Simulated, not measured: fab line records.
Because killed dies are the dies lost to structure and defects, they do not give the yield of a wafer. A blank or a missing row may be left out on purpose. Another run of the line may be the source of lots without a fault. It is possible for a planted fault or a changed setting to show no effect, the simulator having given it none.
Matching of chambers ; flow nand-harc ; NHARC_P_GATE_DESCUM_48 on rie-diel-07 has 4 sister chambers
The step chemistry O2, time 3 s. 36 wafers are shown with their chamber, then 12 later ones without.

EACH WAFER AND ITS CHAMBER
wafer;chamber;showerhead-plenum-p-Torr (Torr);drypump-motor-current-A (A);oes-product-au (a.u.)
L074.1;3;1.95;5.57;0.993
L074.3;2;1.95;5.84;0.978
L074.5;0;1.84;5.87;0.996
L076.1;3;1.95;5.55;1.002
L076.2;0;1.84;5.88;0.993
L076.5;0;1.84;5.84;0.997
L075.2;0;1.84;5.84;0.999
L075.3;3;1.95;5.55;0.998
L075.6;3;1.95;5.56;1.003
L079.1;3;1.95;5.55;1.007
L079.4;3;1.95;5.54;1.006
L079.6;2;1.95;5.83;0.988
L081.1;0;1.84;5.82;1.008
L081.3;3;1.95;5.56;1.002
L081.6;1;1.83;5.86;1.015
L082.3;0;1.84;5.88;0.996
L082.4;2;1.95;5.82;0.987
L082.6;1;1.83;5.87;1.006
L085.1;0;1.84;5.86;0.998
L085.3;3;1.95;5.57;0.989
L085.4;1;1.82;5.87;0.997
L085.2;2;1.95;5.84;0.995
L085.5;2;1.95;5.82;0.983
L085.6;1;1.82;5.90;1.007
L084.2;1;1.82;5.91;1.010
L084.3;2;1.95;5.83;0.986
L084.6;2;1.95;5.84;0.993
L086.1;0;1.84;5.80;0.997
L086.3;3;1.95;5.56;1.003
L086.6;0;1.84;5.84;1.010
L086.2;1;1.82;5.87;1.000
L086.4;3;1.95;5.57;1.001
L086.5;1;1.82;5.93;1.008
L087.1;1;1.82;5.88;1.004
L087.2;0;1.84;5.87;0.999
L087.3;2;1.95;5.84;0.989

SIGNATURES, as means of the wafers listed above
reading;chamber 0;chamber 1;chamber 2;chamber 3;scatter within a chamber
showerhead-plenum-p-Torr;1.8400;1.8225;1.9500;1.9500;0.00217
drypump-motor-current-A;5.8500;5.8863;5.8325;5.5580;0.0194
oes-product-au;0.99930;1.00588;0.98738;1.00040;0.00551
Rule: for a wafer and a chamber, the distance is found by dividing, reading by reading, the gap between the wafer's reading and the chamber's mean by the reading's scatter, squaring, summing and taking the root. If the next closest chamber is less than 2 further off than the closest, the wafer can't be placed; otherwise it belongs to the closest. The scatter: take each reading less its chamber's mean, square it, sum over the shown wafers, divide by the number of wafers less the number of chambers, and take the root.

WAFERS WITH NO CHAMBER GIVEN
wafer;showerhead-plenum-p-Torr (Torr);drypump-motor-current-A (A);oes-product-au (a.u.)
L089.1;1.94;5.57;0.993
L089.4;1.82;5.86;1.018
L089.5;1.84;5.89;1.005
L090.1;1.94;5.53;1.001
L090.2;1.84;5.89;0.995
L090.4;1.95;5.85;0.997
L092.1;1.95;5.83;0.990
L092.2;1.84;5.80;1.001
L092.4;1.82;5.86;1.008
L093.1;1.84;5.82;0.989
L093.2;1.94;5.54;0.991
L093.3;1.82;5.85;1.009

WHICH CHAMBER EACH ONE RAN IN
wafer;from the rows above;in truth
L089.1;3;3
L089.4;1;1
L089.5;0;0
L090.1;3;3
L090.2;0;0
L090.4;2;2
L092.1;2;2
L092.2;0;0
L092.4;1;1
L093.1;0;0
L093.2;3;3
L093.3;1;1
Correct placement for 12 of the 12. Can't be placed from these rows: 0. Number placed wrongly: 0.
